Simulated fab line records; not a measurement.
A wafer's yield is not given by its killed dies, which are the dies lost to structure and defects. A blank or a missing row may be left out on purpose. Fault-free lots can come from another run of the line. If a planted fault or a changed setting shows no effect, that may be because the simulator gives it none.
Chamber matching	flow n5_finfet	ald_sin-02 running N5_ILD0_LINER_00: 4 sister chambers
The step material SiNx, target thk 4 nm, pulse time 1 s, purge time 2 s. 16 wafers are shown with their chamber, then 8 later ones without.

== WAFERS, EACH WITH ITS CHAMBER ==
wafer	chamber	heater_power_w (W)	precursor_pulse_height_rel	chamber_pressure_Torr (Torr)
L078.2	3	953	0.967	2.001
L078.3	2	730	0.998	2.009
L078.6	2	744	1.006	2.005
L077.4	0	736	1.006	1.995
L077.5	0	730	1.008	1.991
L077.6	3	953	0.996	2.003
L079.1	0	744	0.992	1.997
L079.4	1	820	1.055	2.002
L079.6	1	832	0.971	2.004
L084.1	1	819	1.005	2.001
L084.3	0	742	0.985	1.997
L084.4	3	915	0.990	1.994
L085.1	2	742	1.007	1.996
L085.4	1	841	1.019	1.991
L085.6	2	746	1.009	1.998
L092.1	1	851	0.997	1.999

SIGNATURES, as means of the wafers listed above
reading	chamber 0	chamber 1	chamber 2	chamber 3	scatter within a chamber
heater_power_w	738.00	832.60	740.50	940.33	12.9
precursor_pulse_height_rel	0.99775	1.00940	1.00500	0.98433	0.0198
chamber_pressure_Torr	1.99500	1.99940	2.00200	1.99933	0.00483
Rule: a wafer's distance from a chamber is the root of the sum, over the readings, of the square of ((its reading less the chamber's mean) divided by the reading's scatter). If the next closest chamber is less than 2 further off than the closest, the wafer can't be placed; otherwise it belongs to the closest. How the scatter is found: for the shown wafers, subtract from each reading the mean of its chamber, square and add these, divide the total by (wafers less chambers), then take the root.

== WAFERS WITH NO CHAMBER GIVEN ==
wafer	heater_power_w (W)	precursor_pulse_height_rel	chamber_pressure_Torr (Torr)
L092.2	751	0.992	1.998
L092.4	921	1.016	2.005
L096.2	742	0.995	1.999
L096.5	740	1.032	2.002
L096.6	904	1.010	2.000
L097.1	802	1.015	1.996
L097.5	744	0.993	1.998
L097.6	931	0.998	2.001

== THE CHAMBER EACH PASSED THROUGH ==
wafer	from the rows above	in truth
L092.2	can't be placed: 0 or 2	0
L092.4	3	3
L096.2	can't be placed: 2 or 0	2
L096.5	can't be placed: 2 or 0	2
L096.6	3	3
L097.1	1	1
L097.5	can't be placed: 0 or 2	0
L097.6	3	3
Correctly placed: 4 of 8. From these rows, 4 cannot be placed; in 4 the true chamber is one of the candidates. Number placed wrongly: 0.
